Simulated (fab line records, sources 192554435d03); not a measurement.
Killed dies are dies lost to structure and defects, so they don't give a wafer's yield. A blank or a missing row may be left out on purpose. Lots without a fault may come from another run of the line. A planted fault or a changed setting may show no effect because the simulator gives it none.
Which tool did it? | flow n5_finfet | 23 lots, 69 wafers sampled, at 6 steps of a route of 1938

WHAT THE GAUGES READ, wafer by wafer
The record holds no reading of a measuring or inspecting step that can be judged against a usual standard deviation.

WHICH TOOL RAN EACH LOT (tool, then ch and the chambers of the sampled wafers, then the start)
lot  | N5_BEOL_M9_DEP_56               | N5_BEOL_M10_DESCUM_16              | N5_BEOL_M10_STRIP_19               | N5_BEOL_M10_ETCH_41                           | N5_BEOL_M10_SURFACE_TREAT_76 | N5_BEOL_M10_SPUTTER_48
L076 | pecvd-01 ch 1,2, day 10 20:56   | rie_diel-03 ch 0,1,3, day 11 00:20 | rie_diel-05 ch 1,3, day 11 00:44   | rie_diel-05 ch 2,3, day 11 04:37 or earlier   | pvd_sputter-03, day 11 04:37 | pvd_sputter-03, day 11 04:51
L075 | pecvd-01 ch 0,1,2, day 11 06:46 | rie_diel-05 ch 1,3, day 11 12:01   | rie_diel-03 ch 0,2,3, day 11 12:25 | rie_diel-05 ch 1,2,3, day 11 15:06 or earlier | pvd_sputter-03, day 11 15:06 | pvd_sputter-03, day 11 15:17
L077 | pecvd-04 ch 0,1,2, day 11 07:02 | rie_diel-05 ch 0,3, day 11 12:21   | rie_diel-03 ch 0,3, day 11 12:49   | rie_diel-01 ch 0,3, day 11 15:22 or earlier   | pvd_sputter-03, day 11 15:22 | pvd_sputter-03, day 11 15:46
L078 | pecvd-01 ch 0,2, day 12 00:51   | rie_diel-01 ch 1,2,3, day 12 02:58 | rie_diel-05 ch 0,1, day 12 03:21   | rie_diel-05 ch 2,3, day 12 08:10 or earlier   | pvd_sputter-01, day 12 08:10 | pvd_sputter-02, day 12 08:23
L079 | pecvd-02 ch 0,1, day 12 01:12   | rie_diel-01 ch 0,3, day 12 03:13   | rie_diel-01 ch 1,2, day 12 03:37   | rie_diel-01 ch 1,2,3, day 12 08:03 or earlier | pvd_sputter-01, day 12 08:03 | pvd_sputter-01, day 12 08:17
L081 | pecvd-04 ch 0,1,2, day 12 01:48 | rie_diel-03 ch 2,3, day 12 03:40   | rie_diel-01 ch 0,3, day 12 04:02   | rie_diel-05 ch 2,3, day 12 08:40 or earlier   | pvd_sputter-02, day 12 08:40 | pvd_sputter-03, day 12 09:34
L080 | pecvd-02 ch 0,1,2, day 12 02:04 | rie_diel-01 ch 0,2,3, day 12 04:07 | rie_diel-01 ch 0,3, day 12 04:35   | rie_diel-01 ch 0,3, day 12 10:13 or earlier   | pvd_sputter-01, day 12 10:13 | pvd_sputter-03, day 12 10:27
L074 | pecvd-02 ch 1,2, day 12 03:14   | rie_diel-05 ch 2,3, day 12 07:37   | rie_diel-05 ch 2,3, day 12 08:00   | rie_diel-05 ch 0,2, day 12 11:01 or earlier   | pvd_sputter-02, day 12 11:01 | pvd_sputter-02, day 12 11:12
L082 | pecvd-04 ch 0,1, day 12 04:41   | rie_diel-01 ch 0,1,2, day 12 07:58 | rie_diel-03 ch 0,1,2, day 12 08:23 | rie_diel-05 ch 0,3, day 12 12:19 or earlier   | pvd_sputter-01, day 12 12:19 | pvd_sputter-01, day 12 12:46
L083 | pecvd-04 ch 1,2, day 12 19:53   | rie_diel-05 ch 1,2,3, day 12 22:27 | rie_diel-05 ch 1,2,3, day 12 22:58 | rie_diel-01 ch 0,2,3, day 13 02:19 or earlier | pvd_sputter-01, day 13 02:19 | pvd_sputter-01, day 13 02:36
L084 | pecvd-02 ch 0,1, day 12 20:10   | rie_diel-01 ch 2,3, day 12 22:31   | rie_diel-03 ch 0,1,3, day 12 22:59 | rie_diel-05 ch 1,2,3, day 13 01:48 or earlier | pvd_sputter-01, day 13 01:48 | pvd_sputter-02, day 13 02:04
L085 | pecvd-04 ch 1,2, day 12 20:25   | rie_diel-01 ch 2,3, day 12 22:46   | rie_diel-05 ch 1,2,3, day 12 23:08 | rie_diel-05 ch 1,2, day 13 06:42 or earlier   | pvd_sputter-03, day 13 06:42 | pvd_sputter-03, day 13 07:20
L086 | pecvd-01 ch 0,1, day 13 19:34   | rie_diel-01 ch 0,2, day 13 22:32   | rie_diel-05 ch 1,2, day 13 22:57   | rie_diel-01 ch 1,2, day 14 02:35 or earlier   | pvd_sputter-03, day 14 02:35 | pvd_sputter-02, day 14 03:03
L087 | pecvd-01 ch 0,1,2, day 14 11:11 | rie_diel-03 ch 0,3, day 14 13:47   | rie_diel-05 ch 2,3, day 14 14:12   | rie_diel-01 ch 0,3, day 14 18:09 or earlier   | pvd_sputter-01, day 14 18:09 | pvd_sputter-01, day 14 18:26
L089 | pecvd-01 ch 0,2, day 14 16:02   | rie_diel-05 ch 1,2,3, day 14 19:16 | rie_diel-03 ch 1,2,3, day 14 19:40 | rie_diel-05 ch 0,1,2, day 15 01:02 or earlier | pvd_sputter-03, day 15 01:02 | pvd_sputter-02, day 15 01:14
L091 | pecvd-02 ch 0,1, day 15 02:10   | rie_diel-03 ch 0,3, day 15 04:23   | rie_diel-01 ch 0,1, day 15 04:46   | rie_diel-05 ch 0,1, day 15 10:37 or earlier   | pvd_sputter-02, day 15 10:37 | pvd_sputter-01, day 15 10:52
L090 | pecvd-01 ch 0,1,2, day 15 02:41 | rie_diel-05 ch 1,2,3, day 15 04:38 | rie_diel-05 ch 0,1,3, day 15 05:01 | rie_diel-03 ch 0,2,3, day 15 12:18 or earlier | pvd_sputter-03, day 15 12:18 | pvd_sputter-03, day 15 12:34
L092 | pecvd-04 ch 0,2, day 15 02:58   | rie_diel-01 ch 0,1,2, day 15 04:57 | rie_diel-03 ch 0,2,3, day 15 05:20 | rie_diel-05 ch 0,1,3, day 15 12:16 or earlier | pvd_sputter-03, day 15 12:16 | pvd_sputter-02, day 15 12:35
L093 | pecvd-01 ch 1,2, day 15 23:32   | rie_diel-05 ch 0,1,3, day 16 03:01 | rie_diel-01 ch 0,2,3, day 16 03:25 | rie_diel-03 ch 0,1,3, day 16 06:57 or earlier | pvd_sputter-02, day 16 06:57 | pvd_sputter-01, day 16 07:17
L094 | pecvd-01 ch 0,1,2, day 16 07:56 | rie_diel-03 ch 0,2,3, day 16 11:45 | rie_diel-03 ch 1,3, day 16 12:10   | rie_diel-01 ch 0,1, day 16 16:27 or earlier   | pvd_sputter-02, day 16 16:27 | pvd_sputter-02, day 16 16:39
L095 | pecvd-01 ch 1,2, day 16 08:45   | rie_diel-01 ch 1,2,3, day 16 11:54 | rie_diel-03 ch 0,1,3, day 16 12:28 | rie_diel-03 ch 0,1,2, day 16 15:56 or earlier | pvd_sputter-03, day 16 15:56 | pvd_sputter-02, day 16 16:08
L096 | pecvd-04 ch 1,2, day 16 16:57   | rie_diel-03 ch 0,1,3, day 16 20:00 | rie_diel-03 ch 0,2,3, day 16 20:23 | rie_diel-03 ch 0,1,2, day 17 01:02 or earlier | pvd_sputter-01, day 17 01:02 | pvd_sputter-01, day 17 01:29
L097 | pecvd-02 ch 0,1, day 16 17:58   | rie_diel-05 ch 1,3, day 16 20:05   | rie_diel-01 ch 0,2, day 16 20:30   | rie_diel-05 ch 0,1,3, day 16 23:32 or earlier | pvd_sputter-02, day 16 23:32 | pvd_sputter-01, day 17 00:58
- N5_BEOL_M9_DEP_56: deposits SiCN from 3MS/NH3, target thk 15 nm, time 26.5 s.
- N5_BEOL_M10_DESCUM_16: chemistry O2, time 7.9 s.
- N5_BEOL_M10_STRIP_19: strips in O2.
- N5_BEOL_M10_ETCH_41: etches SiCN in CH3F/O2, target depth 42.6 nm, time 86 s.
- N5_BEOL_M10_SURFACE_TREAT_76
- N5_BEOL_M10_SPUTTER_48: material Cu, target thk 12 nm, time 2 s.

WHAT THE TOOLS THEMSELVES READ (means of the sampled wafers that have a number; where no wafer has one, the mark that the record gives instead)
N5_BEOL_M9_DEP_56. Usual: showerhead_plenum_p_Torr 3.667 Torr, standard deviation 0.013; throttle_valve_pct 9.2 %, standard deviation 0.5.
lot  | tool     | showerhead_plenum_p_Torr (Torr) | throttle_valve_pct (%) | flag
L076 | pecvd-01 | 3.647                           | 9.0                    |
L075 | pecvd-01 | 3.652                           | 9.2                    |
L077 | pecvd-04 | 3.671                           | 9.6                    |
L078 | pecvd-01 | 3.660                           | 8.9                    |
L079 | pecvd-02 | 3.673                           | 8.8                    |
L081 | pecvd-04 | 3.674                           | 9.6                    |
L080 | pecvd-02 | 3.669                           | 8.9                    |
L074 | pecvd-02 | 3.663                           | 8.9                    |
L082 | pecvd-04 | 3.682                           | 10.2                   |
L083 | pecvd-04 | 3.680                           | 10.1                   |
L084 | pecvd-02 | 3.674                           | 8.9                    |
L085 | pecvd-04 | 3.674                           | 9.7                    |
L086 | pecvd-01 | 3.671                           | 9.2                    |
L087 | pecvd-01 | 3.668                           | 9.1                    |
L089 | pecvd-01 | 3.669                           | 9.3                    |
L091 | pecvd-02 | 3.665                           | 9.0                    |
L090 | pecvd-01 | 3.667                           | 9.1                    |
L092 | pecvd-04 | 3.663                           | 9.2                    |
L093 | pecvd-01 | 3.656                           | 9.1                    |
L094 | pecvd-01 | 3.661                           | 9.2                    |
L095 | pecvd-01 | 3.654                           | 9.4                    |
L096 | pecvd-04 | 3.676                           | 9.7                    |
L097 | pecvd-02 | 3.663                           | 9.0                    |

N5_BEOL_M10_DESCUM_16. Usual: drypump_motor_current_A 5.5 A, standard deviation 0.53; oes_product_au 0.77 a.u., standard deviation 0.066; rf_vpp_V 243.6 V, standard deviation 1.3; showerhead_plenum_p_Torr 2.13 Torr, standard deviation 0.065; throttle_valve_pct 20.57 %, standard deviation 0.2.
lot  | tool        | drypump_motor_current_A (A) | oes_product_au (a.u.) | rf_vpp_V (V) | showerhead_plenum_p_Torr (Torr) | throttle_valve_pct (%) | flag
L076 | rie_diel-03 | 5.7                         | 0.84                  | 243.6        | 2.18                            | 20.51                  |
L075 | rie_diel-05 | 5.3                         | 0.82                  | 242.6        | 2.09                            | 20.50                  |
L077 | rie_diel-05 | 5.1                         | 0.81                  | 244.0        | 2.15                            | 20.66                  |
L078 | rie_diel-01 | 5.1                         | 0.74                  | 244.4        | 2.15                            | 20.57                  |
L079 | rie_diel-01 | 6.0                         | 0.76                  | 243.3        | 2.11                            | 20.26                  |
L081 | rie_diel-03 | 6.0                         | 0.87                  | 244.2        | 2.20                            | 20.64                  |
L080 | rie_diel-01 | 5.6                         | 0.72                  | 243.8        | 2.14                            | 20.47                  |
L074 | rie_diel-05 | 4.9                         | 0.82                  | 244.9        | 2.20                            | 20.53                  |
L082 | rie_diel-01 | 5.5                         | 0.77                  | 243.2        | 2.13                            | 20.52                  |
L083 | rie_diel-05 | 5.3                         | 0.81                  | 243.3        | 2.14                            | 20.51                  |
L084 | rie_diel-01 | 5.1                         | 0.69                  | 244.9        | 2.17                            | 20.69                  |
L085 | rie_diel-01 | 5.1                         | 0.70                  | 244.2        | 2.17                            | 20.68                  |
L086 | rie_diel-01 | 5.4                         | 0.72                  | 244.5        | 2.14                            | 20.64                  |
L087 | rie_diel-03 | 6.1                         | 0.84                  | 244.9        | 2.21                            | 20.53                  |
L089 | rie_diel-05 | 5.3                         | 0.79                  | 243.7        | 2.14                            | 20.54                  |
L091 | rie_diel-03 | 6.1                         | 0.84                  | 243.9        | 2.21                            | 20.56                  |
L090 | rie_diel-05 | 5.3                         | 0.79                  | 243.8        | 2.14                            | 20.54                  |
L092 | rie_diel-01 | 5.5                         | 0.75                  | 243.5        | 2.12                            | 20.56                  |
L093 | rie_diel-05 | 5.5                         | 0.77                  | 243.3        | 2.08                            | 20.68                  |
L094 | rie_diel-03 | 5.8                         | 0.77                  | 243.9        | 2.16                            | 20.71                  |
L095 | rie_diel-01 | 5.1                         | 0.71                  | 243.7        | 2.14                            | 20.62                  |
L096 | rie_diel-03 | 5.7                         | 0.78                  | 243.5        | 2.16                            | 20.57                  |
L097 | rie_diel-05 | 5.3                         | 0.77                  | 241.9        | 2.07                            | 20.57                  |

N5_BEOL_M10_STRIP_19. Usual: drypump_motor_current_A 5.6 A, standard deviation 0.52; oes_product_au 0.78 a.u., standard deviation 0.071; rf_vpp_V 3.7 V, standard deviation 0.59; showerhead_plenum_p_Torr 2.14 Torr, standard deviation 0.067; throttle_valve_pct 16.81 %, standard deviation 0.18.
lot  | tool        | drypump_motor_current_A (A) | oes_product_au (a.u.) | rf_vpp_V (V) | showerhead_plenum_p_Torr (Torr) | throttle_valve_pct (%) | flag
L076 | rie_diel-05 | 5.3                         | 0.82                  | 4.0          | 2.10                            | 16.68                  |
L075 | rie_diel-03 | 5.8                         | 0.82                  | 3.4          | 2.18                            | 16.83                  |
L077 | rie_diel-03 | 6.1                         | 0.89                  | 3.7          | 2.23                            | 16.67                  |
L078 | rie_diel-05 | 6.0                         | 0.81                  | 4.0          | 2.04                            | 16.88                  |
L079 | rie_diel-01 | 5.1                         | 0.74                  | 3.4          | 2.17                            | 16.98                  |
L081 | rie_diel-01 | 6.0                         | 0.76                  | 3.3          | 2.12                            | 16.55                  |
L080 | rie_diel-01 | 6.0                         | 0.76                  | 3.7          | 2.12                            | 16.55                  |
L074 | rie_diel-05 | 4.9                         | 0.81                  | 4.1          | 2.21                            | 16.76                  |
L082 | rie_diel-03 | 5.4                         | 0.74                  | 3.9          | 2.13                            | 16.88                  |
L083 | rie_diel-05 | 5.3                         | 0.81                  | 3.4          | 2.15                            | 16.73                  |
L084 | rie_diel-03 | 5.7                         | 0.81                  | 3.5          | 2.17                            | 16.73                  |
L085 | rie_diel-05 | 5.3                         | 0.82                  | 4.1          | 2.15                            | 16.74                  |
L086 | rie_diel-05 | 5.6                         | 0.80                  | 3.6          | 2.09                            | 16.72                  |
L087 | rie_diel-05 | 4.9                         | 0.79                  | 3.0          | 2.20                            | 16.79                  |
L089 | rie_diel-03 | 5.6                         | 0.80                  | 3.9          | 2.15                            | 16.89                  |
L091 | rie_diel-01 | 6.0                         | 0.78                  | 3.3          | 2.10                            | 16.62                  |
L090 | rie_diel-05 | 5.5                         | 0.78                  | 3.4          | 2.09                            | 16.87                  |
L092 | rie_diel-03 | 5.7                         | 0.77                  | 3.7          | 2.17                            | 16.89                  |
L093 | rie_diel-01 | 5.6                         | 0.70                  | 3.9          | 2.13                            | 16.81                  |
L094 | rie_diel-03 | 5.9                         | 0.84                  | 3.4          | 2.19                            | 16.77                  |
L095 | rie_diel-03 | 5.7                         | 0.78                  | 3.6          | 2.17                            | 16.80                  |
L096 | rie_diel-03 | 5.8                         | 0.75                  | 3.7          | 2.16                            | 16.92                  |
L097 | rie_diel-01 | 5.4                         | 0.70                  | 3.8          | 2.14                            | 16.97                  |

N5_BEOL_M10_ETCH_41. Usual: CH3F_flow_sccm 30.00 sccm, standard deviation 0.084; O2_flow_sccm 20.01 sccm, standard deviation 0.057; drypump_motor_current_A 5.5 A, standard deviation 0.55; oes_product_au 0.77 a.u., standard deviation 0.053; rf_vpp_V 297.9 V, standard deviation 1.6; showerhead_plenum_p_Torr 2.04 Torr, standard deviation 0.07; throttle_valve_pct 16.44 %, standard deviation 0.15.
lot  | tool        | CH3F_flow_sccm (sccm) | O2_flow_sccm (sccm) | drypump_motor_current_A (A) | oes_product_au (a.u.) | rf_vpp_V (V) | showerhead_plenum_p_Torr (Torr) | throttle_valve_pct (%) | flag
L076 | rie_diel-05 | 30.07                 | 20.04               | 5.3                         | 0.84                  | 299.2        | 2.12                            | 16.39                  |
L075 | rie_diel-05 | 30.02                 | 20.02               | 5.3                         | 0.82                  | 298.6        | 2.05                            | 16.36                  |
L077 | rie_diel-01 | 30.03                 | 20.03               | 5.7                         | 0.73                  | 298.2        | 2.05                            | 16.34                  |
L078 | rie_diel-05 | 29.89                 | 20.00               | 5.3                         | 0.83                  | 298.9        | 2.12                            | 16.41                  |
L079 | rie_diel-01 | 30.01                 | 19.98               | 5.2                         | 0.74                  | 297.5        | 2.06                            | 16.46                  |
L081 | rie_diel-05 | 30.04                 | 20.05               | 5.3                         | 0.82                  | 299.6        | 2.12                            | 16.40                  |
L080 | rie_diel-01 | 30.01                 | 20.01               | 5.7                         | 0.72                  | 298.5        | 2.05                            | 16.35                  |
L074 | rie_diel-05 | 29.98                 | 20.07               | 6.0                         | 0.80                  | 297.2        | 2.00                            | 16.52                  |
L082 | rie_diel-05 | 29.95                 | 20.06               | 5.1                         | 0.79                  | 298.1        | 2.05                            | 16.48                  |
L083 | rie_diel-01 | 30.00                 | 19.99               | 5.6                         | 0.72                  | 298.4        | 2.05                            | 16.44                  |
L084 | rie_diel-05 | 30.01                 | 20.01               | 5.3                         | 0.81                  | 299.6        | 2.05                            | 16.38                  |
L085 | rie_diel-05 | 29.93                 | 20.01               | 5.6                         | 0.81                  | 297.2        | 1.99                            | 16.32                  |
L086 | rie_diel-01 | 30.02                 | 20.01               | 5.1                         | 0.77                  | 299.2        | 2.03                            | 16.46                  |
L087 | rie_diel-01 | 30.09                 | 19.97               | 5.7                         | 0.71                  | 298.0        | 2.04                            | 16.38                  |
L089 | rie_diel-05 | 29.98                 | 20.08               | 5.8                         | 0.78                  | 296.2        | 1.99                            | 16.46                  |
L091 | rie_diel-05 | 30.08                 | 20.00               | 6.0                         | 0.77                  | 295.2        | 1.93                            | 16.52                  |
L090 | rie_diel-03 | 30.00                 | 19.98               | 5.8                         | 0.77                  | 297.3        | 2.07                            | 16.54                  |
L092 | rie_diel-05 | 29.91                 | 19.94               | 5.5                         | 0.77                  | 296.9        | 1.98                            | 16.48                  |
L093 | rie_diel-03 | 30.00                 | 20.01               | 5.7                         | 0.77                  | 298.5        | 2.06                            | 16.42                  |
L094 | rie_diel-01 | 30.00                 | 20.03               | 5.6                         | 0.77                  | 296.8        | 2.01                            | 16.33                  |
L095 | rie_diel-03 | 30.05                 | 20.00               | 5.4                         | 0.72                  | 297.2        | 2.01                            | 16.55                  |
L096 | rie_diel-03 | 29.96                 | 20.02               | 5.4                         | 0.71                  | 296.7        | 2.01                            | 16.55                  |
L097 | rie_diel-05 | 30.04                 | 19.97               | 5.5                         | 0.76                  | 296.9        | 1.98                            | 16.49                  |

N5_BEOL_M10_SURFACE_TREAT_76. Usual: ar_flow_sccm 30.00 sccm, standard deviation 0.093.
lot  | tool           | ar_flow_sccm (sccm) | flag
L076 | pvd_sputter-03 | 29.94               |
L075 | pvd_sputter-03 | 30.08               |
L077 | pvd_sputter-03 | 29.95               |
L078 | pvd_sputter-01 | 30.03               |
L079 | pvd_sputter-01 | 30.01               |
L081 | pvd_sputter-02 | 30.07               |
L080 | pvd_sputter-01 | 30.03               |
L074 | pvd_sputter-02 | 29.94               |
L082 | pvd_sputter-01 | 29.94               |
L083 | pvd_sputter-01 | 30.00               |
L084 | pvd_sputter-01 | 30.06               |
L085 | pvd_sputter-03 | 29.90               |
L086 | pvd_sputter-03 | 30.03               |
L087 | pvd_sputter-01 | 30.06               |
L089 | pvd_sputter-03 | 29.99               |
L091 | pvd_sputter-02 | 29.93               |
L090 | pvd_sputter-03 | 29.98               |
L092 | pvd_sputter-03 | 30.06               |
L093 | pvd_sputter-02 | 30.01               |
L094 | pvd_sputter-02 | 30.00               |
L095 | pvd_sputter-03 | 30.03               |
L096 | pvd_sputter-01 | 30.00               |
L097 | pvd_sputter-02 | 30.00               |

N5_BEOL_M10_SPUTTER_48. Usual: throttle_valve_pct 29.7 %, standard deviation 0.98.
lot  | tool           | throttle_valve_pct (%) | flag
L076 | pvd_sputter-03 | 29.5                   |
L075 | pvd_sputter-03 | 29.9                   |
L077 | pvd_sputter-03 | 30.2                   |
L078 | pvd_sputter-02 | 29.7                   |
L079 | pvd_sputter-01 | 31.0                   |
L081 | pvd_sputter-03 | 29.8                   |
L080 | pvd_sputter-03 | 29.4                   |
L074 | pvd_sputter-02 | 29.0                   |
L082 | pvd_sputter-01 | 30.6                   |
L083 | pvd_sputter-01 | 31.0                   |
L084 | pvd_sputter-02 | 29.4                   |
L085 | pvd_sputter-03 | 29.2                   |
L086 | pvd_sputter-02 | 28.3                   |
L087 | pvd_sputter-01 | 30.3                   |
L089 | pvd_sputter-02 | 29.3                   |
L091 | pvd_sputter-01 | 30.6                   |
L090 | pvd_sputter-03 | 29.0                   |
L092 | pvd_sputter-02 | 28.7                   |
L093 | pvd_sputter-01 | 30.7                   |
L094 | pvd_sputter-02 | 29.4                   |
L095 | pvd_sputter-02 | 29.2                   |
L096 | pvd_sputter-01 | 30.0                   |
L097 | pvd_sputter-01 | 30.6                   |

THE ANSWER, worked out from the rows above alone
Rule: a lot is off if the mean of its wafers that have a number lies more than 3 standard deviations from the usual mean. A lot without any number at a reading at which 4 lots or more have one is off too. The other lots that the step has rows for count as sound. The gauges are gone through in route order, then the tools' own readings, and for those a lot's mean is taken as printed above. The first step at which some lot is off is used, and at that step the reading that is off furthest; a lot without a number counts as furthest.
No lot is off at any reading shown: from this, nothing can be told.

WHAT THE SIMULATOR HAD PUT IN
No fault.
